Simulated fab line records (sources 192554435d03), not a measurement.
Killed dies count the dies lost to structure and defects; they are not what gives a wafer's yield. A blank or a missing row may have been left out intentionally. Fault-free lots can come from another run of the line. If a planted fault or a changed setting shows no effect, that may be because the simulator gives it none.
Split-lot experiment + flow n5 finfet + on a route of 1938 steps: 7 lots, 39 wafers read

== SPLIT DETAILS ==
At N5_FIN_SAQP_HM_DEP_03 (deposits SiNx from SiH4/NH3/N2, target thk 38 nm, time 33.6 s), the setting time s was moved away from the recipe's 33.6 s on 15 of the 39 wafers read, by -14.1% to +5.7%. For the rest of the wafers, this setting stayed at what the recipe calls for.

== FROM THE SPLIT TO THE READING: what the file shows between them, 11 steps ==
- N5_FIN_SAQP_THK_MEAS_05
- N5_FIN_SAQP_ETCH_52: etches SOC in N2/H2, target depth 100 nm, overetch 20 nm, time 150 s (also split here: source w)
- N5_FIN_SAQP_STRIP_53: strips in N2/H2
- N5_FIN_SAQP_HM_OPEN_73: chemistry CHF3/O2, target SiO2, stops on a-Si, target depth 12 nm, time 16.8 s
- N5_FIN_SAQP_SPACER2_ALD_28: deposits SiO2, target thk 8.1 nm, pulse time 1 s, purge time 2 s
- N5_FIN_SAQP_SPACER2_ETCHBACK_29: etches SiO2 in CHF3/O2, target depth 12.2 nm, time 6.1 s
- N5_FIN_SAQP_MANDREL2_REMOVE_60: chemistry HBr/Cl2/O2, target a-Si, stops on SiNx, bt time 10 s
- N5_FIN_SAQP_HM_OPEN_33: chemistry CH3F/O2, target SiNx, target depth 49.4 nm, time 70.6 s
- N5_FIN_SAQP_ETCH_34: etches SiO2 in C4F6/O2, target depth 45 nm, time 15 s
- N5_FIN_SAQP_STRIP_77: strips in N2/H2, time 90 s
- N5_FIN_SAQP_ETCH_64: etches SiO2 in CF4, target depth 1.5 nm

== THE READING ==
SiNx_of_FIN_SAQP_HM_DEP_03.thk nm (the simulator's own value, which no gauge read), in nm, at N5_FIN_SAQP_FIN_ETCH_36 (etches the open film in HBr/Cl2/O2, target depth 120 nm, time 50.4 s). No usual value for it is given in the file. The 24 wafers here that ran the recipe average 21.3 nm, standard deviation 0.42 nm.

| wafer  | tool, chamber at the split | time s as run, s | against the recipe | SiNx_of_FIN_SAQP_HM_DEP_03.thk nm, nm | against lot-mates on the recipe |
|--------|----------------------------|------------------|--------------------|---------------------------------------|---------------------------------|
| L078.1 | pecvd-01, 0                | 33.6             | recipe             | 21.4                                  | -                               |
| L078.2 | pecvd-01, 1                | 33.6             | recipe             | 21.2                                  | -                               |
| L078.3 | pecvd-01, 1                | 33.6             | recipe             | 22.2                                  | -                               |
| L078.4 | pecvd-01, 0                | 33.6             | recipe             | 21.8                                  | -                               |
| L078.5 | pecvd-01, 1                | 33.6             | recipe             | 21.8                                  | -                               |
| L078.6 | pecvd-01, 0                | 33.6             | recipe             | 21.6                                  | -                               |
| L080.1 | pecvd-02, 0                | 35.4             | +5.4%              | 23                                    | +1.9                            |
| L080.2 | pecvd-02, 2                | 33.6             | recipe             | 21                                    | -                               |
| L080.3 | pecvd-02, 1                | 33.6             | recipe             | 21                                    | -                               |
| L080.4 | pecvd-02, 2                | 35.4             | +5.4%              | 24.4                                  | +3.3                            |
| L080.5 | pecvd-02, 0                | 35.4             | +5.4%              | 23.4                                  | +2.3                            |
| L080.6 | pecvd-02, 1                | 33.6             | recipe             | 21.2                                  | -                               |
| L086.1 | pecvd-01, 1                | 33.6             | recipe             | 21.2                                  | -                               |
| L086.2 | pecvd-01, 2                | 33.6             | recipe             | 21.2                                  | -                               |
| L086.3 | pecvd-01, 0                | 30.42            | -9.5%              | 17.2                                  | -4.1                            |
| L086.4 | pecvd-01, 2                | 33.6             | recipe             | 21.6                                  | -                               |
| L086.5 | pecvd-01, 1                | 30.42            | -9.5%              | 18                                    | -3.3                            |
| L086.6 | pecvd-01, 0                | 30.42            | -9.5%              | 18                                    | -3.3                            |
| L089.1 | pecvd-03, 2                | 35.5             | +5.7%              | 22.8                                  | +1.5                            |
| L089.2 | pecvd-03, 0                | 35.5             | +5.7%              | 23.2                                  | +1.9                            |
| L089.3 | pecvd-03, 1                | 33.6             | recipe             | 20.6                                  | -                               |
| L089.4 | pecvd-03, 2                | 33.6             | recipe             | 21.8                                  | -                               |
| L089.5 | pecvd-03, 1                | 33.6             | recipe             | 21.4                                  | -                               |
| L089.6 | pecvd-03, 0                | 35.5             | +5.7%              | 24.4                                  | +3.1                            |
| L093.1 | pecvd-02, 1                | 33.6             | recipe             | 21.2                                  | -                               |
| L093.2 | pecvd-02, 2                | 30.12            | -10.4%             | 17.6                                  | -3.6                            |
| L093.3 | pecvd-02, 0                | 33.6             | recipe             | 20.8                                  | -                               |
| L093.4 | pecvd-02, 1                | 33.6             | recipe             | 21.6                                  | -                               |
| L093.5 | pecvd-02, 0                | 30.12            | -10.4%             | 17.2                                  | -4.0                            |
| L093.6 | pecvd-02, 2                | 30.12            | -10.4%             | 18.2                                  | -3.0                            |
| L094.1 | pecvd-03, 1                | 33.6             | recipe             | 21                                    | -                               |
| L094.2 | pecvd-03, 0                | 33.6             | recipe             | 20.6                                  | -                               |
| L094.3 | pecvd-03, 2                | 28.85            | -14.1%             | 15.4                                  | -5.5                            |
| L094.4 | pecvd-03, 2                | 28.85            | -14.1%             | 16.4                                  | -4.5                            |
| L094.5 | pecvd-03, 0                | 33.6             | recipe             | 21.2                                  | -                               |
| L094.6 | pecvd-03, 1                | 28.85            | -14.1%             | 15.8                                  | -5.1                            |
| L095.3 | pecvd-02, 2                | 33.6             | recipe             | 20.4                                  | -                               |
| L095.5 | pecvd-02, 1                | 33.6             | recipe             | 21.2                                  | -                               |
| L095.6 | pecvd-02, 2                | 33.6             | recipe             | 21.4                                  | -                               |

FIT RESULTS
A straight line over all 39 wafers: SiNx_of_FIN_SAQP_HM_DEP_03.thk nm changes by +0.379 nm for each +1% of time s; r = +0.98; the points scatter about the line by 0.48 nm.
The same after taking each lot's own level away (the mean of its wafers on the recipe; 39 wafers): +0.372 nm for each +1%; r = +0.98; scatter 0.45 nm.
According to that fit, moving time s by its largest amount changes the reading by 5.3 nm.
From 20.93 to 21.67 nm: that is the span of the lots' own levels, equal to 1.8 times the standard deviation above.
So the lot-to-lot level changes the slope little: the two slopes agree.
Check: with one of the wafers moved furthest among these (-14.1%) left out of the fit, the line predicts -5.12 nm for it against its lot-mates. It came out at -5.53 nm against them.

== THESE WAFERS: OTHER SPLITS ==
Other splits were also applied to these wafers ahead of the reading. Each is held against what the fit with the lots' levels taken away leaves over:
| other split on the same wafers | wafers away from the commonest value | r with SiNx_of_FIN_SAQP_HM_DEP_03.thk nm (lot level and that fit taken away) |
|--------------------------------|--------------------------------------|------------------------------------------------------------------------------|
| N5_FIN_SAQP_ETCH_52 source w   | 15                                   | -0.11                                                                        |

== THE WHOLE CHAIN: every reading that the file lists as answering this split, in the file's order ==
| step                           | what it does                                                         | reading                                                                            | change (the file's fit)               | r (the file's) |
|--------------------------------|----------------------------------------------------------------------|------------------------------------------------------------------------------------|---------------------------------------|----------------|
| N5_FIN_SAQP_HM_DEP_03          | deposits SiNx from SiH4/NH3/N2, target thk 38 nm, time 33.6 s        | SiNx_of_FIN_SAQP_HM_DEP_03.thk nm (the simulator's own value, which no gauge read) | +0.356 nm for each +1% of the setting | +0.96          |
| N5_FIN_SAQP_THK_MEAS_05        |                                                                      | thk nm                                                                             | withheld for each +1% of the setting  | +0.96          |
| N5_FIN_SAQP_MANDREL2_REMOVE_60 | chemistry HBr/Cl2/O2, target a-Si, stops on SiNx, bt time 10 s       | SiNx_of_FIN_SAQP_HM_DEP_03.thk nm (the simulator's own value, which no gauge read) | +0.355 nm for each +1% of the setting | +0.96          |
| N5_FIN_SAQP_HM_OPEN_33         | chemistry CH3F/O2, target SiNx, target depth 49.4 nm, time 70.6 s    | etch rf on time s                                                                  | withheld for each +1% of the setting  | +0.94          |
| N5_FIN_SAQP_HM_OPEN_33         | chemistry CH3F/O2, target SiNx, target depth 49.4 nm, time 70.6 s    | etch.depth nm (the simulator's own value, which no gauge read)                     | +0.359 nm for each +1% of the setting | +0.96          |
| N5_FIN_SAQP_FIN_ETCH_36        | etches the open film in HBr/Cl2/O2, target depth 120 nm, time 50.4 s | SiNx_of_FIN_SAQP_HM_DEP_03.thk nm (the simulator's own value, which no gauge read) | +0.368 nm for each +1% of the setting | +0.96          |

== FILE'S OWN FIT ==
SiNx_of_FIN_SAQP_HM_DEP_03.thk nm changes by +0.368 nm for each +1% of time s, r = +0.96.
